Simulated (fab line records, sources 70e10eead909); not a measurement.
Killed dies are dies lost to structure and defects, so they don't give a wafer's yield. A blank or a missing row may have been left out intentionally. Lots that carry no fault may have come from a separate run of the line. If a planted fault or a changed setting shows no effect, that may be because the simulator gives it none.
fab line records -- flow nand-harc
record lots=6, wafers=18, last-day=33
route steps=1302 shown A_DECK1_JOINT@530 END@1302
lots untouched by any fault: they come from a run of this same line in which no faults occurred
start-h: hours from the record's first day to the start of the lot's first wafer shown -- wait-h: time in hours since the lot's previous step -- " as in the row above -- L1.1+2: several wafers, shown together as one row -- - no value, or no start was given -- * or withheld: withheld -- < > ~ a bound
route shown NAME@n: a module of which the file shows steps, and the number in the route of the first -- usual: mean/standard deviation taken from wafers without a fault -- same: alike in all rows -- chamber/n: place in a boat -- sites: the reading at each site -- _std_site: the values' standard deviation -- _edge_site: mean of outer sites minus mean of inner sites -- radius-mm: for every site, how far away it sits from the centre of the wafer -- mask NAME#n: copy n -- behind: the most recent tool/chamber to have shaped the wafer -- hold: why the lot was held/for how many hours/how that ended -- device: which transistor (n, p or np) failed to switch -- end of line: tests run on the same wafers once the route is complete -- a step with no rows: only its recipe -- killed: the dies lost at the first sort to structure and to defects; this is not the yield of the wafer -- map: a wafer's dies, x killed, . not, _ none there
set.NAME: the setting that was run; set.NAME@STEP: the one run at that earlier step -- model.NAME: the simulator's own value behind a step, which no gauge read
lots seen at some steps along the route; tables by step, rows by wafer
services: when a tool's chamber went out of use (start-h, in hours from the record's first day, below 0 if earlier), for how many hours, and the reason
## steps
# step NHARC_A_DECK1_JOINT_ETCHBACK_00
# recipe target-depth-a=300, time-s=17.4, hbr-flow-sccm=150, rf-w=350, icp-w=350, bias-w=60, chemistry=HBr
# usual drypump-motor-current-A=5.8/0.32, he-backside-leak-sccm=2.7/0.35, oes-product-au=0.998/0.007, throttle-valve-pct=23.265/0.0091
lot.wafer,tool,chamber,start-h,wait-h,drypump-motor-current-A,he-backside-leak-sccm,oes-product-au,rf-hours-counter-h,throttle-valve-pct
L740.3,rie-si-05,0,282.61,0.1,6.3,2.6,0.994,0.77,23.271
L740.1,rie-si-05,2,282.61,0.1,6.3,2.8,1.005,0.89,23.266
L740.6,rie-si-05,0,282.61,0.1,6.3,2.7,1.009,-,23.268
L742.2,rie-si-01,0,295.91,0.1,5.6,2.6,0.986,0.69,23.259
L742.3,rie-si-01,3,295.91,0.1,6.2,2.7,0.995,0.55,23.273
L742.6,rie-si-01,1,295.91,0.1,5.6,2.6,0.989,-,23.267
L750.3,rie-si-03,3,392.33,0.1,5.8,2.8,0.990,0.84,23.275
L750.2,rie-si-03,0,392.33,0.1,6.1,2.4,1.002,0.87,23.282
L750.4,rie-si-03,2,392.33,0.1,5.6,2.4,0.998,1.14,23.266
L753.3,rie-si-05,0,398.62,0.1,6.3,2.6,0.995,0.47,23.263
L753.4,rie-si-05,3,398.62,0.1,5.6,2.8,1.004,0.60,23.254
L753.6,rie-si-05,0,398.62,0.1,6.3,2.6,0.989,-,23.266
L758.2,rie-si-05,2,464.31,0.1,6.2,2.7,0.991,0.96,23.253
L758.6,rie-si-05,3,464.31,0.1,5.6,2.8,1.019,-,23.271
L758.5,rie-si-05,0,464.31,0.1,6.3,2.7,1.001,-,23.277
L760.2,rie-si-03,1,475.73,0.1,5.3,2.4,1.000,0.33,23.259
L760.6,rie-si-03,2,475.73,0.1,5.6,2.4,1.000,-,23.273
L760.5,rie-si-03,3,475.73,0.1,5.9,2.6,1.004,-,23.272
# step NHARC_A_DECK1_JOINT_PRECLEAN_30
# recipe time-s=*, temp-c=50, bath-age-min=0, chemistry=SC1
# step NHARC_A_DECK1_JOINT_SRD_31
# step NHARC_A_DECK1_JOINT_CVD_34
# recipe target-thk-a=200, temp-c=700, pressure-mtorr=300, material=SiNx
# step NHARC_A_DECK1_JOINT_DEP_06
# recipe target-thk-a=800, temp-c=65, material=SiOx
# step NHARC_A_DECK1_JOINT_CURE_26
# recipe temp-c=150, time-s=32, pressure-atm=0.395
# step NHARC_A_DECK1_JOINT_ANNEAL_27
# recipe temp-c=400, time-s=3600, idle-temp-c=300, ramp-up-c-per-min=10, densification-p-h2o-torr=640
# step NHARC_A_DECK1_JOINT_ANNEAL_28
# recipe temp-c=500, time-s=1800, idle-temp-c=400, ramp-up-c-per-min=10, densification-p-h2o-torr=640
# step NHARC_A_DECK1_JOINT_ANNEAL_29
# recipe temp-c=750, time-s=1800, idle-temp-c=500, ramp-up-c-per-min=10, ramp-down-c-per-min=3
# step NHARC_A_DECK1_JOINT_CMP_02
# recipe material=SiOx
# usual edge-zone-pressure-frac=1.000/0.0049, motor-current-A=12.5/1.3
lot.wafer,tool,chamber,start-h,wait-h,edge-zone-pressure-frac,motor-current-A
L740.3,cmp-03,1,305.21,0.4,1.000,13.4
L740.1,cmp-03,2,305.21,0.4,0.997,11.2
L740.6,cmp-03,0,305.21,0.4,1.003,14.2
L742.2,cmp-03,0,319.30,0.4,0.993,13.0
L742.3,cmp-03,1,319.30,0.4,0.996,12.7
L742.6,cmp-03,1,319.30,0.4,1.002,13.4
L750.4,cmp-01,0,417.43,0.4,0.995,12.5
L750.3,cmp-01,1,417.43,0.4,1.000,10.0
L750.2,cmp-01,2,417.43,0.4,1.000,15.8
L753.3,cmp-01,1,424.28,0.4,1.010,10.3
L753.4,cmp-01,2,424.28,0.4,1.004,14.9
L753.6,cmp-01,3,424.28,0.4,1.001,13.0
L758.2,cmp-03,0,486.82,0.4,1.006,13.3
L758.6,cmp-03,0,486.82,0.4,0.998,13.8
L758.5,cmp-03,1,486.82,0.4,1.003,13.5
L760.2,cmp-03,1,501.77,0.4,1.004,12.9
L760.5,cmp-03,0,501.77,0.4,1.008,13.4
L760.6,cmp-03,1,501.77,0.4,1.002,12.8
# step NHARC_A_DECK1_JOINT_SRD_15
# step NHARC_A_DECK1_JOINT_DEP_16
# recipe target-thk-a=450, temp-c=400, pressure-torr=6.5, rf-w=900, teos-flow-sccm=161.4, flow-sccm=2650, target-thk-nm=45, gas=O2, material=SiO2
# usual heater-power-outer-w=311/68, heater-power-w=549/93, throttle-valve-pct=15.8/0.41
lot.wafer,tool,chamber,start-h,wait-h,heater-power-outer-w,heater-power-w,throttle-valve-pct
L740.3,pecvd-01,1,305.60,0.1,312,537,16.0
L740.1,pecvd-01,0,305.60,0.1,389,655,16.6
L740.6,pecvd-01,0,305.60,0.1,393,659,16.6
L742.3,pecvd-03,2,319.72,0.1,232,479,16.3
L742.2,pecvd-03,0,319.72,0.1,327,555,15.6
L742.6,pecvd-03,2,319.72,0.1,232,485,16.2
L750.3,pecvd-01,2,417.80,0.1,418,687,15.3
L750.2,pecvd-01,1,417.80,0.1,265,480,16.0
L750.4,pecvd-01,2,417.80,0.1,425,714,15.4
L753.3,pecvd-01,2,424.65,0.1,416,712,15.2
L753.4,pecvd-01,1,424.65,0.1,257,479,16.1
L753.6,pecvd-01,0,424.65,0.1,329,598,16.7
L758.2,pecvd-03,0,487.21,0.1,365,591,15.3
L758.5,pecvd-03,0,487.21,0.1,364,572,15.4
L758.6,pecvd-03,1,487.21,0.1,192,365,15.6
L760.2,pecvd-03,1,502.31,0.3,207,386,15.6
L760.5,pecvd-03,2,502.31,0.3,276,529,15.7
L760.6,pecvd-03,0,502.31,0.3,355,576,15.6
# step NHARC_A_DECK1_JOINT_THK_MEAS_17
# recipe thk-meas-gauge=ellipsometry
# usual thk-nm=45.2/1.2
lot.wafer,tool,chamber,start-h,wait-h,thk-nm
L740.1,film-metro-02,-,305.89,0.2,44.9
L740.3,film-metro-02,-,305.89,0.2,44.7
L740.6,film-metro-02,-,305.89,0.2,44.0
L742.2,film-metro-01,-,319.97,0.2,45.4
L742.3,film-metro-01,-,319.97,0.2,47.1
L742.6,film-metro-01,-,319.97,0.2,46.4
L750.2,film-metro-02,-,418.07,0.2,44.4
L750.3,film-metro-02,-,418.07,0.2,43.9
L750.4,film-metro-02,-,418.07,0.2,73.2
L753.3,film-metro-02,-,424.90,0.2,45.1
L753.4,film-metro-02,-,424.90,0.2,71.5
L753.6,film-metro-02,-,424.90,0.2,71.8
L758.2,film-metro-02,-,487.49,0.3,43.9
L758.5,film-metro-02,-,487.49,0.3,44.6
L758.6,film-metro-02,-,487.49,0.3,44.1
L760.2,film-metro-02,-,502.54,0.2,45.8
L760.5,film-metro-02,-,502.54,0.2,44.8
L760.6,film-metro-02,-,502.54,0.2,45.0
# step NHARC_A_DECK1_JOINT_INSPECT_05
# usual raw-defect-count=281/100
lot.wafer,tool,chamber,start-h,wait-h,raw-defect-count
L740.1,defect-inspect-01,-,305.92,0.0,430
L740.3,defect-inspect-01,-,305.92,0.0,312
L740.6,defect-inspect-01,-,305.92,0.0,615
L742.2,defect-inspect-01,-,320.01,0.0,266
L742.3,defect-inspect-01,-,320.01,0.0,446
L742.6,defect-inspect-01,-,320.01,0.0,245
L750.2,defect-inspect-01,-,418.11,0.0,208
L750.3,defect-inspect-01,-,418.11,0.0,378
L750.4,defect-inspect-01,-,418.11,0.0,309
L753.3,defect-inspect-02,-,424.94,0.0,192
L753.4,defect-inspect-02,-,424.94,0.0,336
L753.6,defect-inspect-02,-,424.94,0.0,248
L758.2,defect-inspect-01,-,487.53,0.0,525
L758.5,defect-inspect-01,-,487.53,0.0,369
L758.6,defect-inspect-01,-,487.53,0.0,231
L760.2,defect-inspect-02,-,502.57,0.0,256
L760.5,defect-inspect-02,-,502.57,0.0,181
L760.6,defect-inspect-02,-,502.57,0.0,273
# step NHARC_END_SORT_01
# recipe temp-c=25
# usual killed-at-array=55/17, killed-at-other=1.1/1.4, killed-at-periphery=3.9/3, killed-dies=59/17, killed-open=3.5/2, killed-short=2.6/1.6
# same gross-dies=677
lot.wafer,tool,chamber,start-h,wait-h,killed-at-array,killed-at-other,killed-at-periphery,killed-dies,killed-open,killed-short
L740.1,prober-01,0,591.17,2.5,43,1,2,46,2,4
L740.3,prober-01,0,592.76,3.1,50,0,3,53,3,3
L740.6,prober-01,0,595.15,4.0,37,1,5,43,2,0
L742.2,prober-02,0,611.99,2.8,49,1,6,56,3,4
L742.3,prober-02,0,612.80,3.1,50,0,3,53,5,1
L742.6,prober-02,0,615.23,4.1,46,1,2,49,3,1
L750.2,prober-01,0,705.64,2.8,57,1,2,60,3,2
L750.3,prober-01,0,706.43,3.1,53,1,3,57,5,1
L750.4,prober-01,0,707.22,3.4,56,2,0,58,1,7
L753.3,prober-02,0,720.82,3.1,69,1,8,78,8,2
L753.4,prober-02,0,721.62,3.4,56,1,2,59,5,2
L753.6,prober-02,0,723.21,4.0,69,0,1,70,6,1
L758.2,prober-02,0,780.57,2.9,64,1,1,66,0,3
L758.5,prober-02,0,782.97,3.7,63,1,4,68,3,1
L758.6,prober-02,0,783.78,4.0,73,1,5,79,2,3
L760.2,prober-02,0,788.98,2.8,57,3,6,66,3,1
L760.5,prober-02,0,791.39,3.7,57,3,4,64,4,2
L760.6,prober-02,0,792.20,4.0,59,5,5,69,4,4
# killed by level:class
L740.1 A_CHANNEL_HOLE_D1:chamber-film-flake=18 A_CHANNEL_HOLE_D2:chamber-film-flake=14 A_STAIRCASE:chamber-film-flake=7 P_GATE:geometric-particle:short=1 A_CHANNEL_FILL_D1:geometric-particle:short=1 A_DECK1_JOINT:geometric-particle:open=1 A_ONON_D2:geometric-particle:short=1 A_SGD_CUT:geometric-particle:short=1
L740.3 A_CHANNEL_HOLE_D1:chamber-film-flake=30 A_CHANNEL_HOLE_D2:chamber-film-flake=11 P_STI:chamber-film-flake=2 P_M1:geometric-particle:open=1 A_CHANNEL_FILL_D1:geometric-particle:open=1 A_DECK1_JOINT:geometric-particle:short=1 A_ONON_D2:geometric-particle:short=1 A_SGD_CUT:geometric-particle:short=1
L740.6 A_CHANNEL_HOLE_D1:chamber-film-flake=26 A_CHANNEL_HOLE_D2:chamber-film-flake=6 P_GATE:chamber-film-flake=3 P_STI:chamber-film-flake=2 A_CHANNEL_FILL_D2:geometric-particle:open=1 A_M0:geometric-particle:open=1 A_STAIRCASE:chamber-film-flake=1 A_CONTACT:chamber-film-flake=1
L742.2 A_SLIT:chamber-film-flake=29 A_CHANNEL_HOLE_D2:chamber-film-flake=10 A_STAIRCASE:chamber-film-flake=3 P_CONTACT:geometric-particle:short=2 A_ONON_D2:geometric-particle:open=2 A_ONON_D2:geometric-particle:short=2 A_CHANNEL_HOLE_D1:chamber-film-flake=2 P_M0:geometric-particle:open=1
L742.3 A_SLIT:chamber-film-flake=27 A_CHANNEL_HOLE_D2:chamber-film-flake=10 A_CHANNEL_HOLE_D1:chamber-film-flake=5 A_CONTACT:chamber-film-flake=4 P_CONTACT:geometric-particle:open=2 A_CHANNEL_HOLE_D1:geometric-particle:open=1 A_ONON_D2:geometric-particle:short=1 A_ONON_D2:geometric-particle:open=1
L742.6 A_SLIT:chamber-film-flake=26 A_CHANNEL_HOLE_D2:chamber-film-flake=6 A_STAIRCASE:chamber-film-flake=5 A_CONTACT:chamber-film-flake=4 A_CHANNEL_HOLE_D1:chamber-film-flake=2 P_M0:geometric-particle:open=1 A_SOURCE_PLATE:geometric-particle:open=1 A_STAIRCASE:geometric-particle:short=1
L750.2 A_SLIT:chamber-film-flake=27 A_CHANNEL_HOLE_D2:chamber-film-flake=11 A_CHANNEL_HOLE_D1:chamber-film-flake=10 A_CONTACT:chamber-film-flake=3 A_CHANNEL_FILL_D1:geometric-particle:open=2 A_ONON_D2:geometric-particle:open=1 A_ONON_D2:geometric-particle:short=1 P_ZERO_WELL:chamber-film-flake=1
L750.3 A_SLIT:chamber-film-flake=22 A_CHANNEL_HOLE_D2:chamber-film-flake=15 A_CHANNEL_HOLE_D1:chamber-film-flake=6 A_M0:geometric-particle:open=2 P_CONTACT:geometric-particle:open=1 A_SOURCE_PLATE:geometric-particle:open=1 A_ONON_D2:geometric-particle:short=1 A_CHANNEL_FILL_D2:geometric-particle:open=1
L750.4 A_SLIT:chamber-film-flake=29 A_CHANNEL_HOLE_D2:chamber-film-flake=12 A_CHANNEL_HOLE_D1:chamber-film-flake=4 A_ONON_D2:geometric-particle:short=3 A_CHANNEL_FILL_D1:chamber-film-flake=2 A_CONTACT:chamber-film-flake=2 A_SOURCE_PLATE:geometric-particle:short=1 A_ONON_D1:geometric-particle:short=1
L753.3 A_SLIT:chamber-film-flake=35 A_CHANNEL_HOLE_D1:chamber-film-flake=25 P_M0:geometric-particle:open=2 P_M0:geometric-particle:short=2 P_M1:geometric-particle:open=2 P_STI:chamber-film-flake=2 A_CHANNEL_FILL_D2:chamber-film-flake=2 A_CONTACT:chamber-film-flake=2
L753.4 A_SLIT:chamber-film-flake=30 A_CHANNEL_HOLE_D1:chamber-film-flake=17 P_CONTACT:geometric-particle:open=2 A_CHANNEL_FILL_D2:geometric-particle:open=2 A_STAIRCASE:chamber-film-flake=2 A_ONON_D1:geometric-particle:short=1 A_CHANNEL_HOLE_D2:geometric-particle:open=1 A_CHANNEL_HOLE_D2:geometric-particle:short=1
L753.6 A_SLIT:chamber-film-flake=32 A_CHANNEL_HOLE_D1:chamber-film-flake=23 A_CONTACT:chamber-film-flake=5 A_SOURCE_PLATE:geometric-particle:open=1 A_ONON_D1:geometric-particle:open=1 A_CHANNEL_FILL_D1:geometric-particle:open=1 A_CHANNEL_FILL_D2:geometric-particle:open=1 A_CHANNEL_FILL_D2:geometric-particle:short=1
L758.2 A_CHANNEL_HOLE_D2:chamber-film-flake=26 A_CHANNEL_HOLE_D1:chamber-film-flake=13 A_CONTACT:chamber-film-flake=10 A_SLIT:chamber-film-flake=9 A_STAIRCASE:chamber-film-flake=2 A_WL_FILL:chamber-film-flake=2 P_M0:geometric-particle:short=1 A_WL_FILL:geometric-particle:short=1
L758.5 A_CHANNEL_HOLE_D2:chamber-film-flake=26 A_CHANNEL_HOLE_D1:chamber-film-flake=21 A_CONTACT:chamber-film-flake=7 A_STAIRCASE:chamber-film-flake=3 A_SLIT:chamber-film-flake=2 P_M0:geometric-particle:open=1 A_DECK1_JOINT:geometric-particle:short=1 A_BLC:geometric-particle:open=1
L758.6 A_CHANNEL_HOLE_D2:chamber-film-flake=30 A_CHANNEL_HOLE_D1:chamber-film-flake=18 A_CONTACT:chamber-film-flake=13 A_SLIT:chamber-film-flake=6 P_GATE:chamber-film-flake=2 P_CONTACT:geometric-particle:open=1 P_M0:geometric-particle:short=1 A_ONON_D1:geometric-particle:open=1
L760.2 A_SLIT:chamber-film-flake=41 A_CONTACT:chamber-film-flake=8 P_GATE:chamber-film-flake=4 THIN_TSV:chamber-film-flake=3 A_ZERO_WELL:chamber-film-flake=2 A_CHANNEL_FILL_D2:chamber-film-flake=2 P_CONTACT:geometric-particle:open=1 A_ONON_D1:geometric-particle:short=1
L760.5 A_SLIT:chamber-film-flake=36 A_CONTACT:chamber-film-flake=9 A_CHANNEL_HOLE_D1:chamber-film-flake=5 THIN_TSV:chamber-film-flake=3 A_ONON_D1:geometric-particle:open=2 P_GATE:geometric-particle:open=1 P_CONTACT:geometric-particle:short=1 P_CONTACT:geometric-particle:open=1
L760.6 A_SLIT:chamber-film-flake=38 A_CONTACT:chamber-film-flake=5 THIN_TSV:chamber-film-flake=5 A_CHANNEL_FILL_D2:chamber-film-flake=4 P_GATE:chamber-film-flake=3 A_WL_FILL:chamber-film-flake=3 P_CONTACT:geometric-particle:short=1 A_ONON_D1:geometric-particle:short=1
## services
tool,chamber,start-h,hours,kind
cmp-03,-,260.00,4.0,pm
cmp-03,-,280.12,0.2,repair
cmp-01,-,295.30,4.5,repair
rie-si-05,-,305.00,9.0,pm
cmp-01,-,309.64,4.0,pm
pecvd-01,-,311.00,13.0,pm
cmp-03,-,324.79,0.8,repair
pecvd-03,-,330.86,0.7,repair
rie-si-05,0,335.07,5.7,repair
cmp-03,-,358.00,4.0,pm
cmp-03,-,365.66,2.3,repair
pecvd-03,-,366.12,13.0,pm
cmp-03,-,372.63,1.5,repair
cmp-01,-,373.45,9.2,repair
pecvd-03,0,379.88,7.6,repair
pecvd-03,1,387.31,5.2,repair
rie-si-03,-,398.00,9.0,pm
rie-si-05,1,404.33,8.6,repair
cmp-01,-,407.64,4.0,pm
pecvd-01,-,442.21,0.7,repair
cmp-03,-,456.00,4.0,pm
rie-si-05,-,465.56,23.0,repair
pecvd-01,-,492.00,13.0,pm
cmp-03,-,497.98,2.1,repair
## key
first-sign step=NHARC_A_DECK1_JOINT_THK_MEAS_17, reading=thk-nm, direction=up, sigmas=23, usual=45.2, struck=72.2
effect none on later readings
met-at NHARC_A_DECK1_JOINT_DEP_16
struck-wafers L750.4,L753.4,L753.6
tester-left-out L750,L753
onset-between 305.60 417.80
fault kind=process-parameter-drift, tool=pecvd-01, chamber=-, onset-h=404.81, steps=NHARC_A_DECK1_JOINT_DEP_16, channel=target-thk-nm, offset=25.65, shape=step, end-h=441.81, scope=struck-wafers-only, acts-in=these-recipes-only, stated=45
# tester-left-out: of these lots the tester's yield and bins aren't shown, on N5 and GAA mostly nor the transistor test; their killed dies are dies lost to structure and defects alone, not to doping, threshold or leakage, so they don't give the yield
